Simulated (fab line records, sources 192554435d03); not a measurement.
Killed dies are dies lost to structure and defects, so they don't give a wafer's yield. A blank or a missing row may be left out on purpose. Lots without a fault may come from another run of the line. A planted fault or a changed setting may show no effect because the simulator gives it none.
Split-lot experiment | flow n5_finfet | 7 lots, 21 wafers read, on a route of 1938 steps

THE SPLIT
At N5_BEOL_M13_ETCH_68 (etches SOC in N2/H2, time 355 s), the setting time_s was moved away from the recipe's 355 s on 8 of the 21 wafers read, by -9.5% to +19.4%. The other wafers ran this setting at the recipe's value.

The reading is taken at the split's own step.

THE READING
SiARC_of_BEOL_M13_COAT_66.thk_nm (the simulator's own value, which no gauge read), in nm, at N5_BEOL_M13_ETCH_68 (etches SOC in N2/H2, time 355 s). The file gives no usual value for it. The 13 wafers here that ran the recipe average 77.6 nm, standard deviation 0.38 nm.

wafer  | tool, chamber at the split | time_s as run, s | against the recipe | SiARC_of_BEOL_M13_COAT_66.thk_nm, nm | against lot-mates on the recipe
L074.1 | rie_diel-04, 1             | 321.1            | -9.5%              | 81.2                                 | +4.0
L074.5 | rie_diel-04, 3             | 355              | recipe             | 77.2                                 | -
L074.6 | rie_diel-04, 2             | 321.1            | -9.5%              | 80                                   | +2.8
L075.1 | rie_diel-03, 2             | 355              | recipe             | 78.2                                 | -
L075.4 | rie_diel-03, 3             | 355              | recipe             | 77.2                                 | -
L075.5 | rie_diel-03, 3             | 355              | recipe             | 77.6                                 | -
L080.3 | rie_diel-03, 0,2           | 355              | recipe             | 77.6                                 | -
L080.4 | rie_diel-03, 0,2           | 355              | recipe             | 77.6                                 | -
L080.6 | rie_diel-03, 0             | 355              | recipe             | 77.8                                 | -
L085.2 | rie_diel-03, 1             | 355              | recipe             | 77.8                                 | -
L085.3 | rie_diel-03, 2             | 325              | -8.5%              | 80.2                                 | +2.5
L085.6 | rie_diel-03, 1             | 355              | recipe             | 77.6                                 | -
L086.1 | rie_diel-01, 2             | 424              | +19.4%             | 72.4                                 | no lot-mate on the recipe
L086.2 | rie_diel-01, 1             | 424              | +19.4%             | 71                                   | no lot-mate on the recipe
L086.4 | rie_diel-01, 3             | 424              | +19.4%             | 70.8                                 | no lot-mate on the recipe
L088.2 | rie_diel-03, 3,2           | 355              | recipe             | 77                                   | -
L088.4 | rie_diel-03, 3,2           | 355              | recipe             | 77                                   | -
L088.5 | rie_diel-03, 2             | 355              | recipe             | 77.4                                 | -
L092.3 | rie_diel-03, 3             | 397.1            | +11.9%             | 74.2                                 | -4.0
L092.4 | rie_diel-03, 1             | 355              | recipe             | 78.2                                 | -
L092.6 | rie_diel-03, 3             | 397.1            | +11.9%             | 74                                   | -4.2
Where a row lists several chambers, the file gives one row for several wafers and doesn't say which wafer went through which chamber.

THE FIT
A straight line over all 21 wafers: SiARC_of_BEOL_M13_COAT_66.thk_nm changes by -0.313 nm for each +1% of time_s; r = -0.99; the points scatter about the line by 0.47 nm.
The same after taking each lot's own level away (the mean of its wafers on the recipe; 18 wafers): -0.343 nm for each +1%; r = -0.99; scatter 0.32 nm.
On that fit, the largest move of time_s shifts the reading by 6.7 nm.
The lots' own levels span 77.13 to 78.20 nm, that is 2.8 times the standard deviation above.
So the lot-to-lot level changes the slope little: the two slopes agree.
Check: with one of the wafers moved furthest among these (+11.9%) left out of the fit, the line predicts -4.11 nm for it against its lot-mates. It came out at -4 nm against them.

OTHER SPLITS ON THESE WAFERS
These wafers also went through other splits before the reading. Each is held against what the fit with the lots' levels taken away leaves over:
other split on the same wafers | wafers away from the commonest value | r with SiARC_of_BEOL_M13_COAT_66.thk_nm (lot level and that fit taken away)
N5_BEOL_M9_EXPOSE_25 dose_mj   | 8                                    | -0.11
N5_BEOL_M9_ETCH_66 time_s      | 9                                    | +0.19
N5_BEOL_M10_COAT_60 spin_rpm   | 3                                    | -0.17
N5_BEOL_M11_COAT_05 spin_rpm   | 9                                    | +0.05
N5_BEOL_M11_DESCUM_16 time_s   | 9                                    | -0.45

THE FILE'S OWN FIT
SiARC_of_BEOL_M13_COAT_66.thk_nm changes by -0.337 nm for each +1% of time_s, r = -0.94.
